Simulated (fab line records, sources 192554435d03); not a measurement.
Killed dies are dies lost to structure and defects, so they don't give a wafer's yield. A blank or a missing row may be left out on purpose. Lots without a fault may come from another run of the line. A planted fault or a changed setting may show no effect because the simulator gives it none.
Split-lot experiment | flow n5_finfet | 7 lots, 21 wafers read, on a route of 1938 steps

THE SPLIT
At N5_BEOL_M3_COAT_22 (resist thk 30 nm), the setting spin_rpm was moved away from the recipe's 1500 rpm on 8 of the 21 wafers read, by -8.8% to +10.0%. The other wafers ran this setting at the recipe's value.

FROM THE SPLIT TO THE READING: what the file shows between them, 4 steps
- N5_BEOL_M3_EBR_24
- N5_BEOL_M3_SOFTBAKE_23: time 60 s
- N5_BEOL_M3_EXPOSE_25: exposes mask V2, defocus 5 nm
- N5_BEOL_M3_PEB_26: peb time 60 s

THE READING
CAR-EUV_of_BEOL_M3_COAT_22.thk_nm (the simulator's own value, which no gauge read), in nm, at N5_BEOL_M3_DEVELOP_27 (develop time 30 s). The file gives no usual value for it. The 13 wafers here that ran the recipe average 29.5 nm, standard deviation 0.1 nm.

wafer  | tool, chamber at the split | spin_rpm as run, rpm | against the recipe | CAR-EUV_of_BEOL_M3_COAT_22.thk_nm, nm | against lot-mates on the recipe
L074.3 | litho_track-02, 0          | 1566                 | +4.4%              | 28.8                                  | -0.6
L074.4 | litho_track-02, 0          | 1500                 | recipe             | 29.4                                  | -
L074.6 | litho_track-02, 0          | 1500                 | recipe             | 29.4                                  | -
L078.1 | litho_track-05, 0          | 1611                 | +7.4%              | 28.6                                  | -1.0
L078.2 | litho_track-05, 0          | 1500                 | recipe             | 29.6                                  | -
L078.4 | litho_track-05, 0          | 1611                 | +7.4%              | 28.4                                  | -1.2
L083.4 | litho_track-03, 0          | 1500                 | recipe             | 29.4                                  | -
L083.6 | litho_track-03, 0          | 1500                 | recipe             | 29.4                                  | -
L083.5 | litho_track-03, 0          | 1368                 | -8.8%              | 30.8                                  | +1.4
L087.2 | litho_track-03, 0          | 1500                 | recipe             | 29.6                                  | -
L087.3 | litho_track-03, 0          | 1500                 | recipe             | 29.6                                  | -
L087.6 | litho_track-03, 0          | 1500                 | recipe             | 29.6                                  | -
L089.2 | litho_track-05, 0          | 1447                 | -3.5%              | 30.2                                  | +0.6
L089.4 | litho_track-05, 0          | 1447                 | -3.5%              | 30.2                                  | +0.6
L089.3 | litho_track-05, 0          | 1500                 | recipe             | 29.6                                  | -
L091.2 | litho_track-02, 0          | 1382                 | -7.9%              | 30.6                                  | +1.1
L091.3 | litho_track-02, 0          | 1500                 | recipe             | 29.4                                  | -
L091.4 | litho_track-02, 0          | 1500                 | recipe             | 29.6                                  | -
L096.1 | litho_track-02, 0          | 1650                 | +10.0%             | 28.2                                  | -1.3
L096.4 | litho_track-02, 0          | 1500                 | recipe             | 29.6                                  | -
L096.6 | litho_track-02, 0          | 1500                 | recipe             | 29.4                                  | -

THE FIT
A straight line over all 21 wafers: CAR-EUV_of_BEOL_M3_COAT_22.thk_nm changes by -0.143 nm for each +1% of spin_rpm; r = -0.99; the points scatter about the line by 0.11 nm.
The same after taking each lot's own level away (the mean of its wafers on the recipe; 21 wafers): -0.146 nm for each +1%; r = -0.99; scatter 0.076 nm.
On that fit, the largest move of spin_rpm shifts the reading by 1.5 nm.
The lots' own levels span 29.40 to 29.60 nm, that is 2.0 times the standard deviation above.
So the lot-to-lot level changes the slope little: the two slopes agree.
Check: with one of the wafers moved furthest among these (+10.0%) left out of the fit, the line predicts -1.49 nm for it against its lot-mates. It came out at -1.3 nm against them.

OTHER SPLITS ON THESE WAFERS
These wafers also went through other splits before the reading. Each is held against what the fit with the lots' levels taken away leaves over:
other split on the same wafers | wafers away from the commonest value | r with CAR-EUV_of_BEOL_M3_COAT_22.thk_nm (lot level and that fit taken away)
N5_BEOL_M2_COAT_67 spin_rpm    | 3                                    | +0.02
N5_BEOL_M2_COAT_68 spin_rpm    | 8                                    | -0.07

THE WHOLE CHAIN: every reading that the file lists as answering this split, in the file's order
step                  | what it does      | reading                                                                            | change (the file's fit)               | r (the file's)
N5_BEOL_M3_COAT_22    | resist thk 30 nm  | CAR-EUV_of_BEOL_M3_COAT_22.thk_nm (the simulator's own value, which no gauge read) | -0.15 nm for each +1% of the setting  | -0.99
N5_BEOL_M3_DEVELOP_27 | develop time 30 s | CAR-EUV_of_BEOL_M3_COAT_22.thk_nm (the simulator's own value, which no gauge read) | -0.144 nm for each +1% of the setting | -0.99

THE FILE'S OWN FIT
CAR-EUV_of_BEOL_M3_COAT_22.thk_nm changes by -0.144 nm for each +1% of spin_rpm, r = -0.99.
